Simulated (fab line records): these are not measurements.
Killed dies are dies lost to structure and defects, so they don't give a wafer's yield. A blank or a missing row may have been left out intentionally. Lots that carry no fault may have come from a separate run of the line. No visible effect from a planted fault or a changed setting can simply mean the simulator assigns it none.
Chamber matching | flow nand_harc | NHARC_A_STAIRCASE_ETCH_169 on rie_diel-12: 4 sister chambers
The step etches the open film in CH3F/O2, target depth 50 nm, time 107.1 s. 14 wafers are shown with their chamber, then 7 later ones without.

== WAFERS WITH THEIR CHAMBER ==
wafer  | chamber | drypump_motor_current_A (A) | oes_product_au (a.u.) | showerhead_plenum_p_Torr (Torr)
L075.2 | 2       | 5.1                         | 0.939                 | 2.49
L075.5 | 3       | 6.1                         | 0.956                 | 2.50
L075.6 | 2       | 5.1                         | 0.940                 | 2.49
L077.1 | 1       | 5.4                         | 0.979                 | 2.27
L077.2 | 2       | 5.1                         | 0.942                 | 2.49
L077.3 | 3       | 6.1                         | 0.953                 | 2.50
L077.4 | 0       | 6.2                         | 0.960                 | 2.38
L077.5 | 0       | 6.2                         | 0.961                 | 2.38
L077.6 | 3       | 6.1                         | 0.953                 | 2.50
L080.4 | 0       | 6.2                         | 0.941                 | 2.37
L080.5 | 0       | 6.2                         | 0.952                 | 2.37
L080.6 | 3       | 6.2                         | 0.955                 | 2.49
L089.4 | 1       | 5.4                         | 0.992                 | 2.65
L089.5 | 2       | 5.1                         | 0.966                 | 2.47

SIGNATURES (means of the wafers above)
reading                  | chamber 0 | chamber 1 | chamber 2 | chamber 3 | scatter within a chamber
drypump_motor_current_A  | 6.200     | 5.400     | 5.100     | 6.125     | 0.0274
oes_product_au           | 0.95350   | 0.98550   | 0.94675   | 0.95425   | 0.0092
showerhead_plenum_p_Torr | 2.3750    | 2.4600    | 2.4850    | 2.4975    | 0.0852
Rule: distance of a wafer from a chamber = root of the sum over the readings of ((wafer's reading minus chamber's mean) / reading's scatter) squared. The wafer belongs to the nearest chamber; if the next one is less than 2 further off, it can't be placed. The scatter is the square root of a quotient: the sum, over the shown wafers, of each reading's squared deviation from its chamber's mean, divided by wafers minus chambers.

== WAFERS WHOSE CHAMBER IS MISSING ==
wafer  | drypump_motor_current_A (A) | oes_product_au (a.u.) | showerhead_plenum_p_Torr (Torr)
L089.6 | 5.4                         | 0.989                 | 2.65
L091.1 | 6.2                         | 0.942                 | 2.36
L091.4 | 6.1                         | 0.940                 | 2.48
L091.5 | 6.2                         | 0.943                 | 2.36
L093.2 | 6.2                         | 0.948                 | 2.36
L093.4 | 5.1                         | 0.972                 | 2.47
L093.5 | 5.4                         | 0.983                 | 2.65

== CHAMBER TAKEN BY EACH ==
wafer  | from the rows above | in truth
L089.6 | 1                   | 1
L091.1 | 0                   | 0
L091.4 | 3                   | 3
L091.5 | 0                   | 0
L093.2 | 0                   | 0
L093.4 | 2                   | 2
L093.5 | 1                   | 1
Correctly placed: 7 of 7. From these rows, 0 cannot be placed. Wrongly placed: 0.
